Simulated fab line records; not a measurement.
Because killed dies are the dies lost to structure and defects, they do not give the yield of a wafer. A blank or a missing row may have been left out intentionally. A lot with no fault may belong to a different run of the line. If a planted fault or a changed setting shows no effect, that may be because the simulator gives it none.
Which tool was responsible? | flow n5-finfet | 72 wafers from 24 lots sampled at 4 of the route's 1938 steps

== WHAT EACH GAUGE READ, for each wafer ==
N5_BEOL_M8_THK_MEAS_01. Usual: for M8_ILD_THK the level is 153.9 nm and the standard deviation is 2.1.
lot  | measured     | on            | M8_ILD_THK (nm)   | flag
L074 | day 9 02:21  | film-metro-01 | 152.0 153.3 154.9 |
L075 | day 9 12:10  | film-metro-01 | 152.5 152.1 152.7 |
L076 | day 9 22:51  | film-metro-01 | 152.3 153.3 152.0 |
L078 | day 10 01:51 | film-metro-02 | 149.7 151.8 149.0 |
L077 | day 10 02:23 | film-metro-01 | 153.4 155.8 155.2 |
L079 | day 10 23:14 | film-metro-01 | 152.6 156.8 155.7 |
L080 | day 11 01:24 | film-metro-02 | 152.8 153.7 153.7 |
L081 | day 11 10:18 | film-metro-02 | 151.7 152.4 152.5 |
L083 | day 11 14:37 | film-metro-02 | 155.7 156.2 154.6 |
L082 | day 12 03:47 | film-metro-02 | 154.4 155.5 155.9 |
L085 | day 12 18:05 | film-metro-02 | 152.3 153.2 155.9 |
L086 | day 13 00:30 | film-metro-01 | 155.1 153.4 156.9 |
L089 | day 13 01:20 | film-metro-01 | 152.1 149.6 151.4 |
L088 | day 13 01:49 | film-metro-02 | 151.6 153.3 154.4 |
L084 | day 13 01:56 | film-metro-02 | 151.5 153.9 158.0 |
L087 | day 13 02:25 | film-metro-01 | 153.2 151.1 154.4 |
L090 | day 13 05:06 | film-metro-02 | 154.9 155.9 156.8 |
L092 | day 14 06:05 | film-metro-01 | 151.9 154.8 154.1 |
L091 | day 14 06:46 | film-metro-01 | 154.3 155.7 155.3 |
L093 | day 14 14:50 | film-metro-01 | 152.5 155.1 156.6 |
L094 | day 15 07:04 | film-metro-01 | 153.6 153.9 157.7 |
L095 | day 15 07:08 | film-metro-02 | 150.3 153.8 151.8 |
L096 | day 15 12:02 | film-metro-01 | 154.2 156.1 153.9 |
L097 | day 15 15:32 | film-metro-02 | 154.1 152.9 155.2 |

N5_BEOL_M8_OCD_MEAS_38. Usual: trench-depth-nm at 93.4 nm, with a standard deviation of 2.2.
lot  | measured     | on     | trench-depth-nm (nm) | flag
L074 | day 9 10:53  | ocd-02 | 93.2 93.8 91.4       |
L075 | day 9 19:12  | ocd-01 | 93.4 93.5 93.7       |
L076 | day 10 03:24 | ocd-02 | 93.4 92.2 91.9       |
L078 | day 10 07:22 | ocd-01 | 90.8 92.3 90.9       |
L077 | day 10 07:04 | ocd-01 | 95.3 92.6 93.1       |
L079 | day 11 02:19 | ocd-02 | 93.4 91.8 93.8       |
L080 | day 11 06:01 | ocd-01 | 94.3 97.4 89.4       |
L081 | day 11 14:05 | ocd-02 | 94.1 91.5 94.4       |
L083 | day 11 17:21 | ocd-01 | 93.1 93.4 92.0       |
L082 | day 12 13:09 | ocd-01 | 93.5 93.3 93.6       |
L085 | day 12 22:38 | ocd-02 | 93.3 97.8 98.4       |
L086 | day 13 06:01 | ocd-02 | 94.9 91.5 96.5       |
L089 | day 13 08:10 | ocd-02 | 97.0 94.6 91.4       |
L088 | day 13 06:04 | ocd-01 | 91.8 98.3 98.7       |
L084 | day 13 08:40 | ocd-02 | 95.7 90.1 90.6       |
L087 | day 13 08:37 | ocd-01 | 98.3 95.2 92.0       |
L090 | day 13 10:09 | ocd-02 | 96.7 98.1 93.1       |
L092 | day 14 13:21 | ocd-01 | 92.8 97.1 91.4       |
L091 | day 14 13:40 | ocd-02 | 94.7 97.0 91.8       |
L093 | day 14 19:38 | ocd-01 | 95.1 91.7 89.1       |
L094 | day 15 11:26 | ocd-01 | 91.1 91.9 88.6       |
L095 | day 15 11:29 | ocd-02 | 97.2 92.7 92.7       |
L096 | day 15 15:37 | ocd-02 | 93.1 92.7 97.2       |
L097 | day 15 17:53 | ocd-02 | 94.6 90.3 90.6       |

N5_BEOL_M9_OVL_MEAS_12. Usual: for M9_OVL the level is 0.1 nm and the standard deviation is 0.81.
lot  | measured     | on         | M9_OVL (nm)    | flag
L074 | day 9 16:35  | overlay-01 | 0.5 0.8 0.0    |
L075 | day 10 00:21 | overlay-01 | 0.6 0.6 -0.2   |
L076 | day 10 08:53 | overlay-01 | 0.2 0.1 0.7    |
L078 | day 10 12:32 | overlay-01 | 0.6 0.2 0.3    |
L077 | day 10 12:20 | overlay-01 | 1.2 -0.5 0.7   |
L079 | day 11 06:56 | overlay-01 | 1.7 0.6 1.3    |
L080 | day 11 11:29 | overlay-01 | -0.2 -0.4 -0.1 |
L081 | day 11 18:30 | overlay-01 | 1.3 1.9 -0.4   |
L083 | day 11 23:55 | overlay-01 | -0.5 1.5 0.4   |
L082 | day 12 17:40 | overlay-01 | 1.2 -1.1 -0.1  |
L085 | day 13 03:30 | overlay-02 | -0.3 -0.2 -1.5 |
L086 | day 13 10:49 | overlay-02 | 0.0 -0.3 0.3   |
L089 | day 13 12:47 | overlay-02 | -0.4 -0.5 -0.2 |
L088 | day 13 10:38 | overlay-01 | 1.0 0.1 0.8    |
L084 | day 13 12:58 | overlay-02 | -1.6 -1.2 -0.3 |
L087 | day 13 12:32 | overlay-02 | 0.5 -0.1 1.7   |
L090 | day 13 13:26 | overlay-01 | -1.1 -0.8 -0.5 |
L092 | day 14 18:23 | overlay-01 | -0.5 -0.9 0.1  |
L091 | day 14 18:54 | overlay-02 | 0.5 1.2 0.3    |
L093 | day 15 04:20 | overlay-01 | -0.5 0.1 0.2   |
L094 | day 15 16:48 | overlay-02 | 0.1 0.9 -0.3   |
L095 | day 15 16:58 | overlay-01 | 0.8 0.7 1.9    |
L096 | day 15 21:31 | overlay-01 | 0.0 -1.3 -0.5  |
L097 | day 16 03:19 | overlay-01 | -0.9 -0.2 0.1  |

== WHAT TOOL EACH LOT RAN ON (gives the tool, then ch and the chambers of the sampled wafers, and finally the start) ==
lot  | N5_BEOL_M8_ETCH_41
L074 | rie-diel-01 ch 0,1,3, day 9 10:53 or earlier
L075 | rie-diel-05 ch 0,1, day 9 19:12 or earlier
L076 | rie-diel-05 ch 0,1,3, day 10 03:24 or earlier
L078 | rie-diel-03 ch 0,3, day 10 07:22 or earlier
L077 | rie-diel-01 ch 2,3, day 10 07:04 or earlier
L079 | rie-diel-05 ch 0,1,3, day 11 02:19 or earlier
L080 | rie-diel-03 ch 1,2,3, day 11 06:01 or earlier
L081 | rie-diel-01 ch 1,2, day 11 14:05 or earlier
L083 | rie-diel-05 ch 0,1,3, day 11 17:21 or earlier
L082 | rie-diel-05 ch 0,1,3, day 12 13:09 or earlier
L085 | rie-diel-03 ch 0,2, day 12 22:38 or earlier
L086 | rie-diel-03 ch 0,1,2, day 13 06:01 or earlier
L089 | rie-diel-01 ch 1,2,3, day 13 08:10 or earlier
L088 | rie-diel-01 ch 1,3, day 13 06:04 or earlier
L084 | rie-diel-03 ch 1,3, day 13 08:40 or earlier
L087 | rie-diel-01 ch 1,2,3, day 13 08:37 or earlier
L090 | rie-diel-01 ch 0,1, day 13 10:09 or earlier
L092 | rie-diel-05 ch 0,2,3, day 14 13:21 or earlier
L091 | rie-diel-01 ch 0,1,2, day 14 13:40 or earlier
L093 | rie-diel-03 ch 0,1,3, day 14 19:38 or earlier
L094 | rie-diel-03 ch 0,3, day 15 11:26 or earlier
L095 | rie-diel-05 ch 0,2, day 15 11:29 or earlier
L096 | rie-diel-05 ch 0,2,3, day 15 15:37 or earlier
L097 | rie-diel-03 ch 0,1, day 15 17:53 or earlier
- N5_BEOL_M8_ETCH_41: etches SiCN in CH3F/O2, target depth 31.9 nm, time 57.8 s.

== WHAT THE TOOLS THEMSELVES READ (means of the sampled wafers that have a number; where no wafer has one, the mark that the record gives instead) ==
N5_BEOL_M8_ETCH_41. Usual: drypump-motor-current-A 5.5 A, standard deviation 0.45; oes-product-au 0.81 a.u., standard deviation 0.082; rf-vpp-V 297.8 V, standard deviation 1.9; showerhead-plenum-p-Torr 2.03 Torr, standard deviation 0.078; throttle-valve-pct 16.32 %, standard deviation 0.22.
lot  | tool        | drypump-motor-current-A (A) | oes-product-au (a.u.) | rf-vpp-V (V) | showerhead-plenum-p-Torr (Torr) | throttle-valve-pct (%) | flag
L074 | rie-diel-01 | 5.5                         | 0.79                  | 298.3        | 2.05                            | 16.39                  |
L075 | rie-diel-05 | 5.0                         | 0.83                  | 297.0        | 2.01                            | 16.19                  |
L076 | rie-diel-05 | 5.5                         | 0.83                  | 295.2        | 1.98                            | 16.14                  |
L078 | rie-diel-03 | 5.4                         | 0.76                  | 298.8        | 2.04                            | 16.48                  |
L077 | rie-diel-01 | 5.7                         | 0.82                  | 298.7        | 2.05                            | 16.22                  |
L079 | rie-diel-05 | 5.5                         | 0.83                  | 296.5        | 1.98                            | 16.16                  |
L080 | rie-diel-03 | 5.5                         | 0.85                  | 299.7        | 2.12                            | 16.24                  |
L081 | rie-diel-01 | 5.6                         | 0.83                  | 299.5        | 2.11                            | 16.51                  |
L083 | rie-diel-05 | 5.5                         | 0.82                  | 296.3        | 1.98                            | 16.18                  |
L082 | rie-diel-05 | 5.5                         | 0.81                  | 296.6        | 1.98                            | 16.18                  |
L085 | rie-diel-03 | 5.8                         | 0.79                  | 298.6        | 2.05                            | 16.40                  |
L086 | rie-diel-03 | 5.5                         | 0.79                  | 298.8        | 2.05                            | 16.43                  |
L089 | rie-diel-01 | 5.5                         | 0.85                  | 299.1        | 2.06                            | 16.28                  |
L088 | rie-diel-01 | 5.3                         | 0.88                  | 297.5        | 2.03                            | 16.22                  |
L084 | rie-diel-03 | 5.3                         | 0.80                  | 299.8        | 2.11                            | 16.32                  |
L087 | rie-diel-01 | 5.5                         | 0.86                  | 298.6        | 2.06                            | 16.30                  |
L090 | rie-diel-01 | 5.3                         | 0.92                  | 298.4        | 2.05                            | 16.29                  |
L092 | rie-diel-05 | 5.6                         | 0.89                  | 296.2        | 1.98                            | 16.10                  |
L091 | rie-diel-01 | 5.6                         | 0.88                  | 299.2        | 2.07                            | 16.38                  |
L093 | rie-diel-03 | 5.3                         | 0.75                  | 298.1        | 2.04                            | 16.52                  |
L094 | rie-diel-03 | 5.5                         | 0.70                  | 296.0        | 1.96                            | 16.74                  |
L095 | rie-diel-05 | 5.1                         | 0.86                  | 297.5        | 2.00                            | 16.16                  |
L096 | rie-diel-05 | 5.6                         | 0.88                  | 297.3        | 1.98                            | 16.11                  |
L097 | rie-diel-03 | 5.3                         | 0.72                  | 296.8        | 1.97                            | 16.71                  |

== THE ANSWER, worked out from the rows above alone ==
Rule: a lot is off if the mean of its wafers that have a number lies more than 3 standard deviations from the usual mean. Also off: a lot with no number at a reading for which 4 or more lots have one. Any other lot the step has rows for is counted as sound. The gauges are gone through in route order, then the tools' own readings, and for those a lot's mean is taken as printed above. At the first step where some lot is off, the reading lying furthest off is the one used; lots without a number count as furthest.
No lot is off at any reading shown: from this, nothing can be told.

== WHAT HAD BEEN PUT IN BY THE SIMULATOR ==
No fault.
